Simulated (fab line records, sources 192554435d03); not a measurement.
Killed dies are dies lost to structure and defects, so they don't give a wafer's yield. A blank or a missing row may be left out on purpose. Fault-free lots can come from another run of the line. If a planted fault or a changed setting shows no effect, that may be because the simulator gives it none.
Chamber matching | flow n5-finfet | N5_BEOL_M10_DESCUM_33 on rie-diel-04 has 4 sister chambers
The step chemistry O2, time 7.9 s. 4 wafers are shown with their chamber, then 9 later ones without.

WAFERS, EACH WITH ITS CHAMBER
wafer  | chamber | drypump-motor-current-A (A)
L083.2 | 2       | 4.9
L083.3 | 3       | 6.6
L089.4 | 1       | 6.3
L089.6 | 0       | 5.8

WAFERS WHOSE CHAMBER IS MISSING
wafer  | drypump-motor-current-A (A)
L087.2 | 4.9
L087.3 | 6.6
L087.5 | 4.9
L097.1 | 6.4
L097.2 | 6.6
L097.4 | 5.7
L096.2 | 4.9
L096.3 | 6.4
L096.4 | 6.5

THE CHAMBER EACH PASSED THROUGH
wafer  | from the rows above     | in truth
L087.2 | 2                       | 2
L087.3 | 3                       | 3
L087.5 | 2                       | 2
L097.1 | can't be placed: 1 or 3 | 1
L097.2 | 3                       | 3
L097.4 | 0                       | 0
L096.2 | 2                       | 2
L096.3 | can't be placed: 1 or 3 | 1
L096.4 | can't be placed: 3 or 1 | 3
Correctly placed: 6 of 9. Not placeable from these rows: 3 (in 3, the candidates include the true chamber). Number placed wrongly: 0.
How it was worked out, from the rows above alone: a wafer's distance from a chamber is the root of the sum, over the readings, of the square of ((its reading less the chamber's mean) divided by the reading's scatter). The wafer belongs to the nearest chamber; if the next one is less than 2 further off, it can't be placed. The mean given for a chamber averages the wafers shown for that chamber. The scatter: root of mean squared gap, hidden wafer to nearest shown wafer, with one shown wafer a chamber.
